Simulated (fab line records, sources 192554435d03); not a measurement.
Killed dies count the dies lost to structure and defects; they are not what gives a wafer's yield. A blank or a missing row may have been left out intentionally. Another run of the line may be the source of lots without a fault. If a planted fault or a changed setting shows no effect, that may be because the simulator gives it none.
fab line records + flow n5Finfet
[record]
- lots = 9
- wafers = 26
- lastDay = 18
route steps=1938 shown MOL_CONTACT_COAG@602 BEOL_M4@1111 PASSIVATION@1936
lots untouched by any fault: they come from a run of this same line in which no faults occurred
startH: hours from the record's opening day to when the first of the lot's shown wafers began + waitH: hours from the lot's prior step to this one + " repeats the value in the row above + L1.1+2: a row that stands for several wafers + - no value present, or no start provided + * or withheld: withheld + < > ~ a bound
route shown NAME@n: NAME is a module with steps in the file, n the number in the route of the first one + usual: average and standard deviation across the fault-free wafers + same: alike in all rows + chamber/n: place in a boat + sites: per-site readings + _std_site: standard deviation of those values + _edge_site: mean of outer sites minus mean of inner sites + radiusMm: for every site, how far away it sits from the centre of the wafer + mask NAME#n: copy n + behind: the most recent tool/chamber to have shaped the wafer + hold: reason for holding the lot/hours on hold/outcome of the hold + device: transistor that didn't switch, given as n, p or np + end of line: tests of these same wafers at the route's end + step lacking rows: just its recipe + killed: dies that structure and defects cost at the first sort, which is not the same as the wafer's yield + map: per-die view of a wafer (x killed, . not killed, _ where there is no die)
set.NAME: the setting the step ran with; set.NAME@STEP: the setting that earlier step ran with + model.NAME: the simulator's own value behind a step, which no gauge read
route steps across a sampled set of lots; one table per step, one row per wafer
services: the hour from which a tool's chamber was out of use, counted from the record's first day as startH (under 0 if before that day), plus the number of hours and why
[[steps]]
[step N5_MOL_CONTACT_COAG_CD_MEAS_40]
[recipe]
- targetCdNm = 25.1
- landingEnergyEv = 500
- detector = seInlens
- polarity = opening
[usual]
- cdNm = 24.95/0.26
| lot.wafer | tool     | chamber | startH | waitH | cdNm  |
|-----------|----------|---------|--------|-------|-------|
| L267.3    | cdSem-01 | 0       | 115.57 | -     | 24.92 |
| L267.5    | "        | 0       | "      | "     | 24.93 |
| L270.2    | cdSem-02 | 0       | 132.14 | -     | 24.50 |
| L270.3    | "        | 0       | "      | "     | 24.67 |
| L270.6    | "        | 0       | "      | "     | 24.83 |
| L271.3    | cdSem-03 | 0       | 136.42 | -     | 25.39 |
| L271.5    | "        | 0       | "      | "     | 25.06 |
| L271.6    | "        | 0       | "      | "     | 25.18 |
| L283.1    | cdSem-02 | 0       | 208.18 | -     | 25.07 |
| L283.2    | "        | 0       | "      | "     | 25.06 |
| L283.5    | "        | 0       | "      | "     | 25.10 |
| L284.3    | cdSem-02 | 0       | 217.28 | -     | 25.03 |
| L284.4    | "        | 0       | "      | "     | 25.09 |
| L284.6    | "        | 0       | "      | "     | 24.66 |
| L285.3    | cdSem-03 | 0       | 221.93 | -     | 25.36 |
| L285.4    | "        | 0       | "      | "     | 24.63 |
| L285.5    | "        | 0       | "      | "     | 25.07 |
| L286.1    | cdSem-03 | 0       | 229.35 | -     | 25.37 |
| L286.4    | "        | 0       | "      | "     | 25.25 |
| L286.6    | "        | 0       | "      | "     | 24.78 |
| L287.2    | cdSem-02 | 0       | 233.00 | -     | 25.02 |
| L287.3    | "        | 0       | "      | "     | 24.72 |
| L287.4    | "        | 0       | "      | "     | 24.96 |
| L288.1    | cdSem-01 | 0       | 242.32 | -     | 24.98 |
| L288.3    | "        | 0       | "      | "     | 24.79 |
| L288.6    | "        | 0       | "      | "     | 25.32 |
[step N5_MOL_CONTACT_COAG_ALD_133]
[recipe]
- material = SiO2
- targetThkA = 50
- tempC = 100
- aldPrecursorFamily = BDEAS
- aldCoReactant = O2-plasma
- pulseTimeS = 1
- coReactantPulseTimeS = 1
- purgeTimeS = 2
- coReactantPurgeTimeS = 2
- aldCycles = 35
- pressureTorr = 2
[usual]
- aldCycles = 35/0
- chamberPressureTorr = 1.999/0.0047
- coReactantPurgeTimeS = 2/0
- heaterPowerW = 78/8
- precursorPulseHeightRel = 1.001/0.019
- susceptorTempC = 100.01/0.13
| lot.wafer | tool      | chamber | startH | waitH | aldCycles | chamberPressureTorr | coReactantPurgeTimeS | heaterPowerW | precursorPulseHeightRel | susceptorTempC |
|-----------|-----------|---------|--------|-------|-----------|---------------------|----------------------|--------------|-------------------------|----------------|
| L267.3    | aldSin-04 | 0       | 116.13 | 0.1   | 35        | 1.995               | 2                    | 76           | 1.008                   | 100.20         |
| L267.5    | "         | 0       | "      | "     | 35        | 1.989               | 2                    | 75           | 0.982                   | 100.27         |
| L270.2    | aldSin-02 | 3       | 132.51 | 0.2   | -         | -                   | -                    | -            | -                       | -              |
| L270.3    | "         | 1       | "      | "     | -         | -                   | -                    | -            | -                       | -              |
| L270.6    | "         | 1       | "      | "     | -         | -                   | -                    | -            | -                       | -              |
| L271.3    | aldSin-04 | 0       | 136.81 | 0.1   | -         | -                   | -                    | -            | -                       | -              |
| L271.5    | "         | 2       | "      | "     | -         | -                   | -                    | -            | -                       | -              |
| L271.6    | "         | 1       | "      | "     | -         | -                   | -                    | -            | -                       | -              |
| L283.1    | aldSin-01 | 1       | 208.63 | 0.2   | 35        | 2.007               | 2                    | 81           | 1.009                   | 99.93          |
| L283.2    | "         | 0       | "      | "     | 35        | 1.999               | 2                    | 87           | 1.007                   | 100.09         |
| L283.5    | "         | 3       | "      | "     | 35        | 2.003               | 2                    | 77           | 0.996                   | 100.13         |
| L284.3    | aldSin-02 | 3       | 217.75 | 0.3   | 35        | 2.005               | 2                    | 69           | 1.013                   | 100.09         |
| L284.4    | "         | 1       | "      | "     | 35        | 1.993               | 2                    | 92           | 0.975                   | 99.88          |
| L284.6    | "         | 1       | "      | "     | 35        | 2.002               | 2                    | 91           | 0.994                   | 99.87          |
| L285.3    | aldSin-04 | 3       | 222.36 | 0.1   | 35        | 2.006               | 2                    | 68           | 0.979                   | 100.17         |
| L285.4    | "         | 1       | "      | "     | 35        | 2.002               | 2                    | 89           | 1.031                   | 100.00         |
| L285.5    | "         | 2       | "      | "     | 35        | 1.999               | 2                    | 79           | 1.011                   | 99.98          |
| L286.1    | aldSin-02 | 0       | 229.61 | 0.1   | 35        | 1.998               | 2                    | 76           | 0.975                   | 100.17         |
| L286.4    | "         | 3       | "      | "     | 35        | 2.005               | 2                    | 67           | 0.992                   | 100.18         |
| L286.6    | "         | 3       | "      | "     | 35        | 2.004               | 2                    | 69           | 0.983                   | 99.95          |
| L287.2    | aldSin-01 | 2       | 233.32 | 0.1   | 35        | 1.994               | 2                    | 80           | 1.018                   | 100.01         |
| L287.3    | "         | 0       | "      | "     | 35        | 2.000               | 2                    | 87           | 0.997                   | 100.00         |
| L287.4    | "         | 3       | "      | "     | 35        | 2.000               | 2                    | 78           | 0.983                   | 100.09         |
| L288.1    | aldSin-02 | 0       | 242.89 | 0.4   | 35        | 1.996               | 2                    | 77           | 0.993                   | 100.01         |
| L288.3    | "         | 2       | "      | "     | 35        | 1.992               | 2                    | 66           | 0.979                   | 99.96          |
| L288.6    | "         | 1       | "      | "     | 35        | 2.000               | 2                    | 93           | 0.999                   | 99.89          |
[step N5_MOL_CONTACT_COAG_ETCHBACK_134]
[recipe]
- chemistry = CHF3
- target = SiO2
- targetDepthA = 100
- timeS = 6.7
- ionEnergyEv = 200
- pressureMtorr = 30
- sourceW = 610
- biasW = 170
- Ar_flow_sccm = 200
- CHF3_flow_sccm = 50
[usual]
- drypumpMotorCurrentA = 5.5/0.44
- oesProductAu = 0.81/0.099
- rfVppV = 528/16
- showerheadPlenumPTorr = 2.41/0.099
- throttleValvePct = 18.74/0.27
| lot.wafer | tool       | chamber | startH | waitH | drypumpMotorCurrentA | oesProductAu | rfHoursCounterH | rfVppV | showerheadPlenumPTorr | throttleValvePct |
|-----------|------------|---------|--------|-------|----------------------|--------------|-----------------|--------|-----------------------|------------------|
| L267.3    | rieDiel-05 | 0       | 116.45 | 0.2   | 4.7                  | 0.91         | 16              | 513    | 2.44                  | 18.44            |
| L267.5    | "          | 1       | "      | "     | 5.6                  | 0.82         | -               | 552    | 2.30                  | 18.70            |
| L270.2    | rieDiel-05 | 3       | 132.69 | 0.1   | 6.3                  | 0.97         | 6               | 541    | 2.37                  | 18.35            |
| L270.3    | "          | 0       | "      | "     | 4.7                  | 0.91         | 24              | 510    | 2.44                  | 18.45            |
| L270.6    | "          | 3       | "      | "     | 6.3                  | 0.97         | -               | 541    | 2.37                  | 18.34            |
| L271.3    | rieDiel-03 | 3       | 136.99 | 0.1   | 5.4                  | 0.82         | 70              | 545    | 2.51                  | 18.61            |
| L271.5    | "          | 2       | "      | "     | 6.0                  | 0.93         | -               | 540    | 2.54                  | 18.47            |
| L271.6    | "          | 1       | "      | "     | 5.0                  | 0.68         | -               | 524    | 2.26                  | 18.98            |
| L283.1    | rieDiel-03 | 1       | 208.80 | 0.1   | 5.0                  | 0.95         | 9               | 533    | 2.54                  | 18.64            |
| L283.2    | "          | 0       | "      | "     | 5.5                  | 0.71         | 193             | 520    | 2.28                  | 19.24            |
| L283.5    | "          | 2       | "      | "     | 6.0                  | 0.90         | -               | 539    | 2.53                  | 18.50            |
| L284.3    | rieDiel-03 | 1       | 218.27 | 0.4   | 5.1                  | 0.93         | 12              | 534    | 2.54                  | 18.65            |
| L284.4    | "          | 0       | "      | "     | 5.5                  | 0.70         | 196             | 521    | 2.28                  | 19.25            |
| L284.6    | "          | 2       | "      | "     | 6.0                  | 0.88         | -               | 539    | 2.53                  | 18.52            |
| L285.3    | rieDiel-03 | 2       | 222.54 | 0.1   | 6.0                  | 0.88         | 53              | 538    | 2.53                  | 18.53            |
| L285.4    | "          | 3       | "      | "     | 5.4                  | 0.79         | 101             | 545    | 2.49                  | 18.67            |
| L285.5    | "          | 3       | "      | "     | 5.4                  | 0.78         | -               | 544    | 2.49                  | 18.66            |
| L286.1    | rieDiel-01 | 1       | 229.79 | 0.1   | 5.0                  | 0.67         | 241             | 500    | 2.44                  | 19.11            |
| L286.4    | "          | 3       | "      | "     | 5.6                  | 0.77         | 127             | 530    | 2.39                  | 18.55            |
| L286.6    | "          | 2       | "      | "     | 6.0                  | 0.93         | -               | 517    | 2.54                  | 18.80            |
| L287.2    | rieDiel-05 | 0       | 233.50 | 0.1   | 4.7                  | 0.84         | 59              | 511    | 2.43                  | 18.51            |
| L287.3    | "          | 3       | "      | "     | 6.3                  | 0.87         | 42              | 539    | 2.36                  | 18.40            |
| L287.4    | "          | 1       | "      | "     | 5.6                  | 0.77         | 134             | 552    | 2.28                  | 18.77            |
| L288.1    | rieDiel-05 | 0       | 243.07 | 0.1   | 4.7                  | 0.83         | 63              | 511    | 2.43                  | 18.53            |
| L288.3    | "          | 1       | "      | "     | 5.6                  | 0.77         | 138             | 552    | 2.28                  | 18.78            |
| L288.6    | "          | 0       | "      | "     | 4.7                  | 0.84         | -               | 513    | 2.43                  | 18.53            |
[step N5_MOL_CONTACT_COAG_STRIP_72]
[recipe]
- chemistry = N2/H2
- powerW = 450
- tempC = 40
- pressureMtorr = 20
- rfFrequencyHz = 6e+07
- overashFraction = 3
- biasPowerW = 7
- h2Frac = 0.5
- n2FlowSccm = 200
- h2FlowSccm = 200
[usual]
- drypumpMotorCurrentA = 5.5/0.44
- oesProductAu = 0.81/0.095
- rfVppV = 59.1/2
- showerheadPlenumPTorr = 2.55/0.11
- throttleValvePct = 23.5/0.55
| lot.wafer | tool       | chamber | startH | waitH | drypumpMotorCurrentA | oesProductAu | rfHoursCounterH | rfVppV | showerheadPlenumPTorr | throttleValvePct |
|-----------|------------|---------|--------|-------|----------------------|--------------|-----------------|--------|-----------------------|------------------|
| L267.3    | rieDiel-05 | 0       | 116.73 | 0.0   | 4.7                  | 0.92         | 17              | 60.5   | 2.60                  | 23.0             |
| L267.5    | "          | 1       | "      | "     | 5.6                  | 0.82         | -               | 60.2   | 2.45                  | 23.5             |
| L270.2    | rieDiel-05 | 3       | 132.97 | 0.0   | 6.3                  | 0.96         | 6               | 54.3   | 2.46                  | 22.7             |
| L270.3    | "          | 0       | "      | "     | 4.7                  | 0.91         | 24              | 57.6   | 2.60                  | 23.1             |
| L270.6    | "          | 3       | "      | "     | 6.3                  | 0.98         | -               | 57.2   | 2.46                  | 22.7             |
| L271.3    | rieDiel-03 | 3       | 137.27 | 0.0   | 5.4                  | 0.83         | 71              | 58.9   | 2.66                  | 23.1             |
| L271.5    | "          | 2       | "      | "     | 6.0                  | 0.92         | -               | 61.0   | 2.68                  | 22.9             |
| L271.6    | "          | 1       | "      | "     | 5.0                  | 0.69         | -               | 59.7   | 2.41                  | 23.8             |
| L283.1    | rieDiel-03 | 1       | 209.08 | 0.0   | 5.0                  | 0.93         | 9               | 62.7   | 2.72                  | 23.6             |
| L283.2    | "          | 0       | "      | "     | 5.5                  | 0.72         | 193             | 62.4   | 2.42                  | 24.4             |
| L283.5    | "          | 2       | "      | "     | 6.0                  | 0.87         | -               | 60.9   | 2.67                  | 23.0             |
| L284.3    | rieDiel-03 | 1       | 218.55 | 0.0   | 5.0                  | 0.91         | 12              | 62.5   | 2.72                  | 23.6             |
| L284.4    | "          | 0       | "      | "     | 5.5                  | 0.71         | 196             | 58.7   | 2.42                  | 24.5             |
| L284.6    | "          | 2       | "      | "     | 6.0                  | 0.87         | -               | 57.9   | 2.67                  | 23.0             |
| L285.3    | rieDiel-03 | 2       | 222.82 | 0.0   | 6.0                  | 0.86         | 53              | 57.1   | 2.66                  | 23.0             |
| L285.4    | "          | 3       | "      | "     | 5.4                  | 0.79         | 101             | 61.8   | 2.64                  | 23.2             |
| L285.5    | "          | 3       | "      | "     | 5.4                  | 0.80         | -               | 60.0   | 2.64                  | 23.2             |
| L286.1    | rieDiel-01 | 1       | 230.07 | 0.0   | 5.0                  | 0.67         | 241             | 59.6   | 2.62                  | 24.7             |
| L286.4    | "          | 3       | "      | "     | 5.6                  | 0.76         | 127             | 60.5   | 2.54                  | 23.1             |
| L286.6    | "          | 2       | "      | "     | 5.9                  | 0.91         | -               | 55.7   | 2.68                  | 23.3             |
| L287.2    | rieDiel-05 | 0       | 233.78 | 0.0   | 4.7                  | 0.84         | 59              | 60.4   | 2.58                  | 23.1             |
| L287.3    | "          | 3       | "      | "     | 6.3                  | 0.89         | 42              | 58.0   | 2.45                  | 22.7             |
| L287.4    | "          | 1       | "      | "     | 5.6                  | 0.77         | 134             | 56.8   | 2.43                  | 23.6             |
| L288.1    | rieDiel-05 | 0       | 243.35 | 0.0   | 4.7                  | 0.82         | 63              | 58.2   | 2.58                  | 23.1             |
| L288.3    | "          | 1       | "      | "     | 5.6                  | 0.73         | 138             | 57.2   | 2.43                  | 23.6             |
| L288.6    | "          | 0       | "      | "     | 4.7                  | 0.84         | -               | 60.6   | 2.58                  | 23.1             |
[step N5_BEOL_M4_RC_MEAS_101]
[usual]
- DIBL_N = 37.5/2.5
- DIBL_P = 38/3.1
- IOFF_N = 0.19/0.059
- IOFF_P = 0.24/0.061
- ION_N = 679/16
- ION_P = 465/9.8
- SS_N = 72.0/0.8
- SS_P = 73.7/0.86
- VT_N = 248/4.5
- VT_P = -249/3.5
| lot.wafer | tool      | chamber | startH | waitH | DIBL_N[mV/V] | DIBL_P[mV/V] | IOFF_N[nA/um] | IOFF_P[nA/um] | ION_N[uA/um] | ION_P[uA/um] | SS_N[mV/dec] | SS_P[mV/dec] | VT_N[mV] | VT_P[mV] |
|-----------|-----------|---------|--------|-------|--------------|--------------|---------------|---------------|--------------|--------------|--------------|--------------|----------|----------|
| L267.3    | prober-02 | 0       | 179.86 | 0.3   | 37.4         | 40           | 0.18          | 0.24          | 675          | 466          | 71.5         | 73.8         | 248      | -248     |
| L267.5    | "         | 0       | "      | "     | 35.7         | 38           | 0.14          | 0.19          | 666          | 463          | 71.5         | 73.9         | 254      | -252     |
| L283.1    | prober-02 | 0       | 284.19 | 0.0   | 34.5         | 35           | 0.14          | 0.21          | 668          | 462          | 70.9         | 73.5         | 249      | -249     |
| L283.2    | "         | 0       | "      | "     | 36.0         | 35           | 0.14          | 0.20          | 668          | 459          | 71.2         | 73.8         | 251      | -250     |
| L283.5    | "         | 0       | "      | "     | 39.9         | 40           | 0.24          | 0.28          | 696          | 475          | 71.8         | 74.1         | 244      | -246     |
| L284.3    | prober-02 | 0       | 288.15 | 0.3   | 37.6         | 37           | 0.19          | 0.24          | 683          | 463          | 72.1         | 73.9         | 249      | -249     |
| L284.4    | "         | 0       | "      | "     | 35.7         | 34           | 0.16          | 0.21          | 667          | 462          | 71.5         | 73.3         | 249      | -250     |
| L284.6    | "         | 0       | "      | "     | 37.4         | 36           | 0.20          | 0.24          | 685          | 466          | 72.0         | 73.8         | 244      | -250     |
| L286.1    | prober-01 | 0       | 310.43 | 0.0   | 38.6         | 42           | 0.21          | 0.29          | 685          | 475          | 72.0         | 74.4         | 247      | -249     |
| L286.4    | "         | 0       | "      | "     | 39.0         | 39           | 0.20          | 0.23          | 676          | 455          | 71.8         | 74.7         | 247      | -251     |
| L286.6    | "         | 0       | "      | "     | 39.9         | 41           | 0.23          | 0.26          | 687          | 466          | 72.2         | 74.6         | 245      | -249     |
| L285.3    | prober-02 | 0       | 310.66 | 0.3   | 40.5         | 38           | 0.23          | 0.26          | 684          | 465          | 72.7         | 73.8         | 246      | -249     |
| L285.4    | "         | 0       | "      | "     | 38.6         | 36           | 0.17          | 0.22          | 662          | 460          | 73.0         | 73.4         | 250      | -249     |
| L285.5    | "         | 0       | "      | "     | 39.9         | 38           | 0.21          | 0.25          | 687          | 466          | 71.8         | 74.0         | 250      | -248     |
| L287.2    | prober-02 | 0       | 312.12 | 0.2   | 37.5         | 39           | 0.18          | 0.22          | 679          | 466          | 72.5         | 73.7         | 251      | -252     |
| L287.3    | "         | 0       | "      | "     | 34.7         | 35           | 0.13          | 0.17          | 673          | 459          | 71.5         | 73.4         | 254      | -252     |
| L287.4    | "         | 0       | "      | "     | 37.5         | 40           | 0.19          | 0.26          | 677          | 463          | 72.1         | 74.5         | 248      | -249     |
| L288.1    | prober-02 | 0       | 317.13 | 0.0   | 36.5         | 37           | 0.18          | 0.22          | 681          | 462          | 72.6         | 73.0         | 250      | -249     |
| L288.3    | "         | 0       | "      | "     | 36.5         | 39           | 0.19          | 0.27          | 690          | 476          | 72.7         | 74.0         | 247      | -247     |
| L288.6    | "         | 0       | "      | "     | 36.0         | 37           | 0.15          | 0.20          | 677          | 461          | 72.3         | 73.7         | 253      | -253     |
[step N5_PASSIVATION_PROBE_49]
[usual]
- defectLimitedYield = 91.0/1.4
- killed_at_M0_to_M3 = 35/10
- killed_at_M4_up = 14/5.5
- killedAtContacts = 13/5.6
- killedAtFrontEnd = 41/11
- killedAtOther = 4/3.4
- killedDies = 106/16
- killedOnRim = 13/4
- killedOpen = 68/12
- killedShort = 35/7.3
- sort_bin_4_leakage = 0.3/2.1
- sort_bin_5_function = 5.3/0.89
- sort_bin_6_memory = 3.4/0.67
- sortNPass = 1070/28
- sortYieldPct = 90.7/2.4
[same]
- grossDies = 1180
- killedAtBackSide = 0
- sort_bin_8_speed[%] = 0
| lot.wafer | tool      | chamber | startH | waitH | defectLimitedYield[%] | killed_at_M0_to_M3 | killed_at_M4_up | killedAtContacts | killedAtFrontEnd | killedAtOther | killedDies | killedOnRim | killedOpen | killedShort | sort_bin_4_leakage[%] | sort_bin_5_function[%] | sort_bin_6_memory[%] | sortNPass | sortYieldPct[%] |
|-----------|-----------|---------|--------|-------|-----------------------|--------------------|-----------------|------------------|------------------|---------------|------------|-------------|------------|-------------|-----------------------|------------------------|----------------------|-----------|-----------------|
| L270.2    | prober-02 | -       | 307.37 | 0.1   | 17.0                  | 17                 | 19              | 868              | 71               | 4             | 979        | 149         | 66         | 45          | 0                     | 78.3                   | 3.1                  | 201       | 17.0            |
| L270.3    | prober-02 | -       | 307.42 | 0.1   | 18.5                  | 16                 | 11              | 880              | 54               | 1             | 962        | 67          | 68         | 22          | 0                     | 78.6                   | 2.8                  | 218       | 18.5            |
| L270.6    | prober-02 | -       | 307.57 | 0.3   | 16.5                  | 24                 | 13              | 881              | 60               | 7             | 985        | 76          | 66         | 48          | 0                     | 78.5                   | 4.2                  | 195       | 16.5            |
| L271.3    | prober-01 | -       | 319.14 | 0.1   | 17.9                  | 39                 | 21              | 858              | 50               | 1             | 969        | 71          | 82         | 38          | 0                     | 78.0                   | 3.6                  | 211       | 17.9            |
| L271.5    | prober-01 | -       | 319.24 | 0.2   | 16.9                  | 42                 | 11              | 849              | 68               | 10            | 980        | 148         | 83         | 51          | 0                     | 78.4                   | 4.2                  | 200       | 16.9            |
| L271.6    | prober-01 | -       | 319.29 | 0.3   | 18.6                  | 38                 | 24              | 838              | 60               | 1             | 961        | 149         | 93         | 42          | 0.3                   | 76.0                   | 4.6                  | 216       | 18.3            |
| L286.1    | prober-01 | -       | 415.46 | 0.0   | 90.8                  | 30                 | 18              | 15               | 36               | 10            | 109        | 11          | 71         | 33          | 0                     | 5.3                    | 3.7                  | 1071      | 90.8            |
| L286.4    | prober-01 | -       | 415.61 | 0.2   | 89.4                  | 35                 | 23              | 18               | 48               | 1             | 125        | 18          | 82         | 40          | 0                     | 6.4                    | 3.5                  | 1055      | 89.4            |
| L286.6    | prober-01 | -       | 415.71 | 0.3   | 90.5                  | 23                 | 11              | 16               | 46               | 16            | 112        | 12          | 67         | 40          | 0                     | 6.0                    | 3.1                  | 1068      | 90.5            |
| L287.2    | prober-01 | -       | 424.46 | 0.1   | 92.7                  | 26                 | 7               | 12               | 40               | 1             | 86         | 15          | 54         | 30          | 0                     | 4.4                    | 2.6                  | 1094      | 92.7            |
| L287.3    | prober-01 | -       | 424.51 | 0.1   | 92.9                  | 32                 | 15              | 7                | 30               | 0             | 84         | 15          | 49         | 29          | 0                     | 4.3                    | 2.2                  | 1096      | 92.9            |
| L287.4    | prober-01 | -       | 424.56 | 0.2   | 92.5                  | 30                 | 14              | 7                | 33               | 4             | 88         | 8           | 57         | 31          | 0                     | 3.7                    | 3.5                  | 1092      | 92.5            |
// killed by level:class
L270.2 MOL_CONTACT_COAG:areaAld=855 FIN_SAQP:geometricParticle:short=23 FIN_SAQP:geometricParticle:open=16 BEOL_M4:geometricParticle:open=13 HKMG_FIN:areaEtch=10 MOL_CONTACT_COAG:geometricParticle:open=8 GATE_CUT:geometricParticle:open=6 STI_FIN_REVEAL:geometricParticle:open=5
L270.3 MOL_CONTACT_COAG:areaAld=871 FIN_SAQP:geometricParticle:open=24 FIN_SAQP:geometricParticle:short=10 MOL_CONTACT_COAG:geometricParticle:open=8 BEOL_M0_SAQP:geometricParticle:open=5 STARTING-WAFER:geometricParticle:open=5 DUMMY_GATE:geometricParticle:open=4 BEOL_M2:geometricParticle:open=4
L270.6 MOL_CONTACT_COAG:areaAld=863 FIN_SAQP:geometricParticle:short=12 MOL_CONTACT_COAG:geometricParticle:open=12 FIN_SAQP:geometricParticle:open=8 BEOL_M2:geometricParticle:open=8 STI_FIN_REVEAL:geometricParticle:open=5 GATE_CUT:geometricParticle:short=5 MOL_CONTACT_COAG:geometricParticle:short=5
L271.3 MOL_CONTACT_COAG:areaAld=846 FIN_SAQP:geometricParticle:open=17 BEOL_M0_SAQP:geometricParticle:open=13 BEOL_M4:geometricParticle:open=11 FIN_SAQP:geometricParticle:short=9 BEOL_M0_SAQP:geometricParticle:short=9 BEOL_M2:geometricParticle:open=9 MOL_CONTACT_COAG:geometricParticle:open=8
L271.5 MOL_CONTACT_COAG:areaAld=846 FIN_SAQP:geometricParticle:short=18 STI_FIN_REVEAL:geometricParticle:open=17 FIN_SAQP:geometricParticle:open=16 BEOL_M0_SAQP:geometricParticle:open=13 BEOL_M0_SAQP:geometricParticle:short=12 BEOL_M2:geometricParticle:open=9 BEOL_M4:geometricParticle:open=6
L271.6 MOL_CONTACT_COAG:areaAld=825 BEOL_M0_SAQP:geometricParticle:open=23 BEOL_M4:geometricParticle:open=15 FIN_SAQP:geometricParticle:open=13 FIN_SAQP:geometricParticle:short=12 MOL_CONTACT_COAG:geometricParticle:open=12 STI_FIN_REVEAL:geometricParticle:open=11 BEOL_M0_SAQP:geometricParticle:short=10
L286.1 STI_FIN_REVEAL:geometricParticle:open=12 MOL_CONTACT_COAG:geometricParticle:open=12 BEOL_M0_SAQP:geometricParticle:short=8 FIN_SAQP:geometricParticle:open=7 PAD_METAL:geometricParticle:open=6 BEOL_M0_SAQP:geometricParticle:open=6 GATE_CUT:geometricParticle:open=5 BEOL_M4:geometricParticle:open=5
L286.4 BEOL_M4:geometricParticle:open=15 FIN_SAQP:geometricParticle:open=14 MOL_CONTACT_COAG:geometricParticle:open=14 FIN_SAQP:geometricParticle:short=10 BEOL_M0_SAQP:geometricParticle:open=7 BEOL_M0_SAQP:geometricParticle:short=6 BEOL_M1:geometricParticle:open=6 BEOL_M1:geometricParticle:short=5
L286.6 MOL_CONTACT_COAG:geometricParticle:open=14 GATE_CUT:geometricParticle:short=11 FIN_SAQP:geometricParticle:open=7 FIN_SAQP:geometricParticle:short=7 GATE_CUT:geometricParticle:open=7 PAD_METAL:geometricParticle:open=6 BEOL_M0_SAQP:geometricParticle:open=5 BEOL_M0_SAQP:geometricParticle:short=5
L287.2 MOL_CONTACT_COAG:geometricParticle:open=8 BEOL_M3:geometricParticle:open=8 FIN_SAQP:geometricParticle:open=6 FIN_SAQP:geometricParticle:short=6 STI_FIN_REVEAL:geometricParticle:open=6 BEOL_M0_SAQP:geometricParticle:open=6 BEOL_M0_SAQP:geometricParticle:short=6 GATE_CUT:geometricParticle:open=5
L287.3 BEOL_M0_SAQP:geometricParticle:short=10 ILD0:geometricParticle:open=6 MOL_CONTACT_COAG:geometricParticle:open=6 BEOL_M0_SAQP:geometricParticle:open=5 FIN_SAQP:geometricParticle:short=4 BEOL_M1:geometricParticle:open=4 BEOL_M3:geometricParticle:open=4 STI_FIN_REVEAL:geometricParticle:open=3
L287.4 BEOL_M3:geometricParticle:open=7 STI_FIN_REVEAL:geometricParticle:open=6 BEOL_M4:geometricParticle:open=6 BEOL_M0_SAQP:geometricParticle:short=5 BEOL_M5:geometricParticle:open=5 FIN_SAQP:geometricParticle:open=4 GATE_CUT:geometricParticle:short=4 MOL_CONTACT_COAG:geometricParticle:open=4
[[services]]
| tool       | chamber | startH | hours | kind                         |
|------------|---------|--------|-------|------------------------------|
| rieDiel-03 | 3       | 102.94 | 20.2  | repair                       |
| rieDiel-05 | 3       | 103.52 | -     | clean                        |
| rieDiel-05 | 3       | 103.52 | -     | consumableReplace:focusRing  |
| rieDiel-05 | 3       | 103.52 | 14.9  | scheduledDown                |
| rieDiel-05 | 3       | 103.52 | 14.9  | ventCycle                    |
| rieDiel-03 | 2       | 110.03 | 1.3   | repair                       |
| rieDiel-03 | -       | 114.49 | 14.6  | pm                           |
| rieDiel-01 | 3       | 120.80 | 2.2   | repair                       |
| rieDiel-01 | 1       | 123.00 | 5.2   | repair                       |
| aldSin-02  | 2       | 140.54 | 34.7  | repair                       |
| rieDiel-03 | 1       | 157.81 | -     | clean                        |
| rieDiel-03 | 1       | 157.81 | -     | consumableReplace:focusRing  |
| rieDiel-03 | 1       | 157.81 | -     | consumableReplace:showerhead |
| rieDiel-03 | 1       | 157.81 | 22.6  | scheduledDown                |
| rieDiel-03 | 1       | 157.81 | 22.6  | ventCycle                    |
| rieDiel-03 | 0       | 167.94 | 1.8   | repair                       |
| aldSin-01  | 3       | 170.45 | 13.0  | repair                       |
| aldSin-04  | -       | 176.75 | 14.0  | pm                           |
| aldSin-04  | 0       | 176.75 | 14.0  | ventCycle                    |
| aldSin-02  | -       | 187.18 | 6.0   | pm                           |
| aldSin-01  | 2       | 205.75 | 6.1   | repair                       |
| aldSin-01  | 1       | 221.23 | 11.0  | repair                       |
| rieDiel-01 | 3       | 233.35 | 4.4   | repair                       |
| aldSin-02  | -       | 234.64 | 0.5   | repair                       |
[[key]]
[firstSign]
- step = N5_MOL_CONTACT_COAG_ALD_133
- reading = toolRecord
- direction = missing
[effect]
- step = N5_PASSIVATION_PROBE_49
- reading = killedAtContacts
- direction = up
- sigmas = 99+
- usual = 13
- struck = 862
[moreKillsBornAt]
- N5_MOL_CONTACT_COAG_ALD_133@aldSin-02 = 2589
- N5_MOL_CONTACT_COAG_ALD_133@aldSin-04 = 2517
metAt N5_MOL_CONTACT_COAG_ALD_133
struckLots L270,L271
laterRowsLeftOut L270.2,L270.3,L270.6,L271.3,L271.5,L271.6
notActingAt N5_MOL_CONTACT_COAG_CD_MEAS_40,N5_MOL_CONTACT_COAG_ETCHBACK_134,N5_MOL_CONTACT_COAG_STRIP_72
onsetBetween 116.13 132.51
[fault]
- kind = skippedStepWhole
- tool = aldSin-02,aldSin-04
- chamber = -
- onsetH = 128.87
- steps = N5_MOL_CONTACT_COAG_ALD_133
- scope = struckLotsOnly
// laterRowsLeftOut: the simulator's readings of these wafers behind a module that went badly wrong aren't trusted and aren't shown, but for the sort
